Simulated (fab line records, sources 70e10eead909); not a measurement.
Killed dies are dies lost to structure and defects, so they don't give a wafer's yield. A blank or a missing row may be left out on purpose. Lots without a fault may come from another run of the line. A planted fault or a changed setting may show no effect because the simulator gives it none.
fab line records | flow nand_harc
record lots=12 wafers=36 last_day=34
route steps=1302 shown P_GATE@144
lots that met no fault: from a run of the same line without faults
start_h: hours from the record's first day to the start of the lot's first wafer shown | wait_h: hours since the lot's step before | " the same as in the row above | L1.1+2: a row that stands for several wafers | - no value, or no start given | * or withheld: withheld | < > ~ a bound
route shown NAME@n: a module of which the file shows steps, and the number in the route of the first | usual: mean/standard deviation of fault-free wafers | same: alike in all rows | chamber/n: place in a boat | sites: the reading at each site | _std_site: their standard deviation | _edge_site: outer sites' mean less inner sites' | radius_mm: how far each site lies from the wafer's centre | mask NAME#n: copy n | behind: the tool/chamber that last shaped the wafer | hold: why the lot was held/for how many hours/how that ended | device: the transistor (n, p or np) that didn't switch | end of line: the same wafers' tests at the end of the route | a step without rows: its recipe alone | killed: dies lost to structure and defects at the first sort, not the wafer's yield | map: a wafer's dies, x killed, . not, _ none there
set.NAME: the setting as run; set.NAME@STEP: as run at that earlier step | model.NAME: the simulator's own value behind a step, which no gauge read
steps of the route over a sample of lots; a table a step, a row a wafer
services: from which hour (start_h, from the record's first day; less than 0 if before it) a tool's chamber was out of use, for how many hours, and why
## steps
# step NHARC_P_GATE_DESCUM_31
# recipe time_s=3 o2_flow_sccm=200 ar_flow_sccm=0 bias_power_w=0 chemistry=O2
# usual chamber_pressure_mTorr=59.99/0.054 drypump_motor_current_A=5.8/0.44 mfc_ar_sccm=0.011/0.013 oes_product_au=1.002/0.0089 rf_vpp_V=57.8/0.9 showerhead_plenum_p_Torr=1.91/0.084 throttle_valve_pct=11.312/0.0099
# columns lot.wafer tool chamber start_h wait_h chamber_pressure_mTorr drypump_motor_current_A mfc_ar_sccm oes_product_au rf_hours_counter_h rf_vpp_V showerhead_plenum_p_Torr throttle_valve_pct
L891.2 rie_diel-01 3 103.94 0.1 60.08 6.0 0.029 0.988 3.4 58.0 1.95 11.284
L891.6 " 1 " " 59.98 5.5 0.040 1.005 - 57.0 1.80 11.303
L891.5 " 2 " " 60.01 6.4 0 1.004 - 57.4 2.03 11.314
L892.1 rie_diel-08 0 122.02 0.1 59.99 5.7 0.016 0.997 6.3 59.5 1.97 11.317
L892.3 " 2 " " 60.07 5.8 0 1.013 2.9 56.1 1.84 11.304
L892.5 " 0 " " 60.03 5.7 0.016 0.995 - 58.6 1.97 11.312
L893.2 rie_diel-10 0 122.68 0.1 60.02 5.2 0 0.996 1.6 57.5 1.84 11.319
L893.5 " 1 " " 59.88 5.3 0.006 0.984 - 58.0 1.89 11.310
L893.6 " 2 " " 60.06 5.4 0 1.003 - 58.3 2.04 11.310
L902.2 rie_diel-10 1 214.88 0.1 59.98 5.4 0.006 0.992 7.7 56.8 1.89 11.317
L902.1 " 2 " " 59.98 5.4 0 0.999 8.2 57.2 2.04 11.322
L902.6 " 2 " " 59.98 5.4 0 1.000 - 59.3 2.04 11.307
L903.2 rie_diel-01 0 242.86 0.2 59.88 6.2 0 1.003 1.9 55.4 1.86 11.306
L903.6 " 0 " " 60.02 6.2 0 1.003 - 59.3 1.86 11.330
L903.5 " 1 " " 59.96 5.4 0.040 1.023 - 58.1 1.80 11.313
L905.3 rie_diel-08 1 243.50 0.1 60.05 6.4 0.019 1.010 3.4 57.2 1.83 11.311
L905.1 " 2 " " 59.88 5.8 0 1.015 3.4 57.5 1.84 11.314
L905.5 " 1 " " 59.88 6.4 0.019 1.006 - 56.3 1.83 11.314
L906.4 rie_diel-10 2 253.73 0.1 59.98 5.4 0 1.009 0 58.2 2.04 11.324
L906.3 " 3 " " 59.97 5.4 0 0.997 0 57.6 2.06 11.312
L906.6 " 2 " " 59.96 5.4 0 1.002 - 58.7 2.04 11.323
L907.2 rie_diel-01 2 265.53 0.1 59.98 6.4 0 1.004 3.0 57.5 2.02 11.315
L907.6 " 2 " " 59.98 6.4 0 1.004 - 57.0 2.02 11.303
L907.5 " 3 " " 60.01 6.0 0.029 1.011 - 57.7 1.95 11.305
L909.3 rie_diel-08 1 286.28 0.1 59.98 6.5 0.019 1.011 5.8 56.9 1.83 11.344
L909.1 " 3 " " 60.00 6.5 0.013 1.001 5.8 57.6 1.94 11.293
L909.6 " 2 " " 59.95 5.8 0 1.014 - 56.6 1.83 11.297
L910.3 rie_diel-01 1 312.40 0.1 59.96 5.5 0.040 1.014 5.8 58.7 1.80 11.311
L910.1 " 2 " " 60.01 6.4 0 1.000 4.9 58.0 2.02 11.332
L910.4 " 3 " " 60.04 6.0 0.029 1.005 4.6 58.5 1.95 11.308
L912.3 rie_diel-08 0 318.94 0.1 60.08 5.7 0.016 0.995 5.7 60.1 1.97 11.302
L912.4 " 3 " " 59.86 6.5 0.013 0.991 7.4 57.8 1.94 11.297
L912.5 " 0 " " 60.09 5.7 0.016 0.990 - 57.4 1.97 11.287
L913.1 rie_diel-01 0 337.90 0.1 59.99 6.2 0 1.009 6.1 58.2 1.86 11.307
L913.6 " 3 " " 60.05 6.0 0.029 1.011 - 58.8 1.95 11.317
L913.5 " 0 " " 59.98 6.2 0 1.001 - 56.8 1.86 11.319
# step NHARC_P_GATE_STRIP_111
# recipe power_w=1500 temp_c=110 time_s=250 chemistry=N2/H2
# usual drypump_motor_current_A=5.6/0.62 heater_power_w=93/10
# columns lot.wafer tool chamber start_h wait_h drypump_motor_current_A heater_power_w rf_hours_counter_h
L891.2 plasma_asher-01 1 116.31 0.2 5.0 105 23
L891.5 " 1 " " 5.1 108 -
L891.6 " 0 " " 5.0 80 -
L892.1 plasma_asher-02 0 134.47 0.2 5.6 90 8
L892.3 " 0 " " 5.6 92 -
L892.5 " 1 " " 6.6 97 -
L893.2 plasma_asher-01 1 135.27 0.2 5.1 107 26
L893.6 " 1 " " 5.1 108 -
L893.5 " 0 " " 5.0 77 -
L902.1 plasma_asher-01 1 227.48 0.2 5.1 107 11
L902.2 " 0 " " 5.0 80 11
L902.6 " 0 " " 5.0 81 -
L903.2 plasma_asher-01 1 255.19 0.2 5.1 108 13
L903.6 " 0 " " 5.0 79 -
L903.5 " 1 " " 5.1 107 -
L905.1 plasma_asher-01 1 255.84 0.2 5.1 109 14
L905.3 " 0 " " 5.0 81 -
L905.5 " 0 " " 5.0 79 -
L906.4 plasma_asher-02 1 266.22 0.2 6.6 94 -
L906.3 " 0 " " 5.6 88 -
L906.6 " 0 " " 5.6 86 -
L907.2 plasma_asher-01 0 277.96 0.2 5.0 82 21
L907.6 " 0 " " 5.0 79 -
L907.5 " 1 " " 5.1 109 -
L909.1 plasma_asher-02 1 298.49 0.2 6.6 95 11
L909.3 " 0 " " 5.6 84 -
L909.6 " 1 " " 6.6 94 -
L910.1 plasma_asher-02 0 325.24 0.2 5.7 86 14
L910.4 " 1 " " 6.6 96 -
L910.3 " 0 " " 5.7 90 -
L912.3 plasma_asher-02 1 331.39 0.2 6.6 94 -
L912.4 " 0 " " 5.7 91 -
L912.5 " 0 " " 5.7 85 -
L913.1 plasma_asher-02 0 350.74 0.7 5.7 89 21
L913.5 " 0 " " 5.6 88 -
L913.6 " 1 " " 6.5 93 -
# step NHARC_P_GATE_EXPOSE_56
# recipe na=0.6 target_cd_nm=720 dose_mj=14.81 mask_id=P_PSD
# usual focus_offset_nm=0.0/0.49
# columns lot.wafer tool chamber start_h wait_h mask focus_offset_nm
L891.2 krf_scanner-02 0 117.40 - P_PSD#0 0.5
L891.5 " 0 " " P_PSD#0 -0.1
L891.6 " 0 " " P_PSD#0 0.5
L892.1 krf_scanner-03 0 135.50 - P_PSD_R1#0 -0.1
L892.3 " 0 " " P_PSD_R1#0 -0.6
L892.5 " 0 " " P_PSD_R1#0 -0.1
L893.2 krf_scanner-02 0 136.35 - P_PSD#0 -0.6
L893.5 " 0 " " P_PSD#0 -0.1
L893.6 " 0 " " P_PSD#0 0.0
L902.1 krf_scanner-03 0 228.44 - P_PSD#0 0.6
L902.2 " 0 " " P_PSD#0 0.8
L902.6 " 0 " " P_PSD#0 0.6
L903.2 krf_scanner-02 0 256.22 - P_PSD#0 0.5
L903.5 " 0 " " P_PSD#0 0.4
L903.6 " 0 " " P_PSD#0 0.1
L905.1 krf_scanner-03 0 256.90 - P_PSD#0 -0.4
L905.3 " 0 " " P_PSD#0 -0.4
L905.5 " 0 " " P_PSD#0 -0.4
L906.3 krf_scanner-01 0 267.13 - P_PSD#0 0.5
L906.4 " 0 " " P_PSD#0 -0.2
L906.6 " 0 " " P_PSD#0 -0.5
L907.2 krf_scanner-03 0 279.04 - P_PSD#0 0.1
L907.5 " 0 " " P_PSD#0 1.1
L907.6 " 0 " " P_PSD#0 0.4
L909.1 krf_scanner-01 0 299.43 - P_PSD#0 0.3
L909.3 " 0 " " P_PSD#0 -0.2
L909.6 " 0 " " P_PSD#0 0.0
L910.1 krf_scanner-02 0 326.26 - P_PSD#0 0.9
L910.3 " 0 " " P_PSD#0 0.4
L910.4 " 0 " " P_PSD#0 -0.2
L912.3 krf_scanner-02 0 332.42 - P_PSD#0 -0.4
L912.4 " 0 " " P_PSD#0 -0.9
L912.5 " 0 " " P_PSD#0 0.5
L913.1 krf_scanner-03 0 351.81 - P_PSD#0 0.6
L913.5 " 0 " " P_PSD#0 -0.1
L913.6 " 0 " " P_PSD#0 1.0
# step NHARC_P_GATE_CD_MEAS_59
# recipe target_cd_nm=720 landing_energy_ev=500
# usual cd_nm=719.0/2.3
# same landing_energy_ev=500
# columns lot.wafer tool chamber start_h wait_h cd_nm
L891.2 cd_sem-01 0 117.55 - 722.8
L891.5 " 0 " " 723.8
L891.6 " 0 " " 723.7
L892.1 cd_sem-02 0 135.66 - 761.9
L892.3 " 0 " " 762.8
L892.5 " 0 " " 765.3
L893.2 cd_sem-01 0 136.50 - 718.6
L893.5 " 0 " " 721.7
L893.6 " 0 " " 723.3
L902.1 cd_sem-01 0 228.59 - 721.2
L902.2 " 0 " " 721.7
L902.6 " 0 " " 721.4
L903.2 cd_sem-02 0 256.37 - 720.7
L903.5 " 0 " " 717.7
L903.6 " 0 " " 718.4
L905.1 cd_sem-03 0 257.06 - 718.0
L905.3 " 0 " " 718.4
L905.5 " 0 " " 716.2
L906.3 cd_sem-02 0 267.28 - 719.6
L906.4 " 0 " " 716.2
L906.6 " 0 " " 718.3
L907.2 cd_sem-03 0 279.19 - 715.9
L907.5 " 0 " " 716.4
L907.6 " 0 " " 720.2
L909.1 cd_sem-03 0 299.59 - 717.1
L909.3 " 0 " " 715.8
L909.6 " 0 " " 715.6
L910.1 cd_sem-02 0 326.42 - 719.7
L910.3 " 0 " " 721.3
L910.4 " 0 " " 721.8
L912.3 cd_sem-03 0 332.57 - 715.9
L912.4 " 0 " " 716.6
L912.5 " 0 " " 717.5
L913.1 cd_sem-03 0 351.97 - 718.1
L913.5 " 0 " " 716.0
L913.6 " 0 " " 717.9
# step NHARC_P_GATE_STRIP_113
# recipe power_w=1500 temp_c=110 time_s=740 chemistry=N2/H2
# usual drypump_motor_current_A=5.5/0.6 heater_power_w=93/11
# columns lot.wafer tool chamber start_h wait_h drypump_motor_current_A heater_power_w rf_hours_counter_h
L891.2 plasma_asher-01 0 119.91 0.3 5.0 79 24
L891.6 " 1 " " 5.1 108 -
L891.5 " 0 " " 5.0 80 -
L892.1 plasma_asher-02 0 138.04 0.3 5.6 89 9
L892.3 " 1 " " 6.5 96 -
L892.5 " 1 " " 6.6 99 -
L893.2 plasma_asher-01 0 138.89 0.3 5.0 79 27
L893.6 " 1 " " 5.1 108 -
L893.5 " 0 " " 5.0 79 -
L902.2 plasma_asher-02 0 230.86 0.2 5.6 91 31
L902.1 " 1 " " 6.5 96 31
L902.6 " 0 " " 5.7 89 -
L903.2 plasma_asher-01 1 258.79 0.2 5.1 105 16
L903.5 " 1 " " 5.1 109 -
L903.6 " 0 " " 5.1 79 -
L905.1 plasma_asher-02 1 259.36 0.2 6.6 95 1
L905.3 " 1 " " 6.6 96 -
L905.5 " 0 " " 5.6 87 -
L906.4 plasma_asher-01 1 269.77 0.3 5.1 106 -
L906.3 " 0 " " 5.0 80 -
L906.6 " 0 " " 5.1 80 -
L907.2 plasma_asher-02 1 281.43 0.2 6.6 94 7
L907.5 " 1 " " 6.5 95 -
L907.6 " 0 " " 5.6 89 -
L909.1 plasma_asher-01 0 301.83 0.2 5.1 80 26
L909.3 " 1 " " 5.1 109 -
L909.6 " 1 " " 5.1 109 -
L910.1 plasma_asher-02 0 328.69 0.2 5.6 87 14
L910.3 " 0 " " 5.7 87 -
L910.4 " 1 " " 6.5 96 -
L912.4 plasma_asher-02 0 335.57 0.3 5.6 89 -
L912.3 " 1 " " 6.5 96 -
L912.5 " 1 " " 6.6 98 -
L913.1 plasma_asher-01 0 354.37 0.3 5.0 76 1
L913.5 " 1 " " 5.1 99 -
L913.6 " 0 " " 5.0 77 -
## services
# columns tool chamber start_h hours kind
rie_diel-08 0 81.04 2.9 repair
plasma_asher-01 - 83.51 2.4 repair
krf_scanner-02 - 94.00 4.0 pm
rie_diel-08 3 99.96 23.6 repair
krf_scanner-03 - 121.22 10.0 repair
rie_diel-08 0 137.77 9.3 repair
krf_scanner-03 - 139.82 7.1 repair
rie_diel-08 1 152.97 10.4 repair
rie_diel-08 3 158.81 3.5 repair
plasma_asher-01 - 165.07 9.0 pm
rie_diel-01 0 166.26 7.3 repair
rie_diel-01 0 188.89 16.3 repair
rie_diel-08 - 190.80 9.0 pm
rie_diel-01 - 204.01 9.0 pm
plasma_asher-02 - 216.53 0.7 repair
krf_scanner-03 - 224.00 4.0 pm
plasma_asher-02 - 249.00 9.0 pm
krf_scanner-02 - 263.45 5.3 repair
krf_scanner-02 - 268.76 4.0 pm
krf_scanner-02 - 292.47 1.3 repair
plasma_asher-02 - 301.83 1.5 repair
plasma_asher-01 - 342.21 9.0 pm
krf_scanner-02 - 351.33 1.1 repair
krf_scanner-03 - 352.40 1.5 repair
## key
first_sign step=NHARC_P_GATE_EXPOSE_56 reading=mask direction=changed
effect step=NHARC_P_GATE_CD_MEAS_59 reading=cd_nm direction=up sigmas=20 usual=719.0 struck=763.4
met_at NHARC_P_GATE_EXPOSE_56
struck_lots L892
tester_left_out L892
not_acting_at NHARC_P_GATE_DESCUM_31,NHARC_P_GATE_STRIP_111,NHARC_P_GATE_STRIP_113
fault kind=wrong_mask tool=any chamber=- onset_h=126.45 steps=NHARC_P_GATE_EXPOSE_56 aux_copy=P_PSD_R1#0 cd_offset_nm=42.322 scope=struck_lots_only
# tester_left_out: of these lots the tester's yield and bins aren't shown, on N5 and GAA mostly nor the transistor test; their killed dies are dies lost to structure and defects alone, not to doping, threshold or leakage, so they don't give the yield
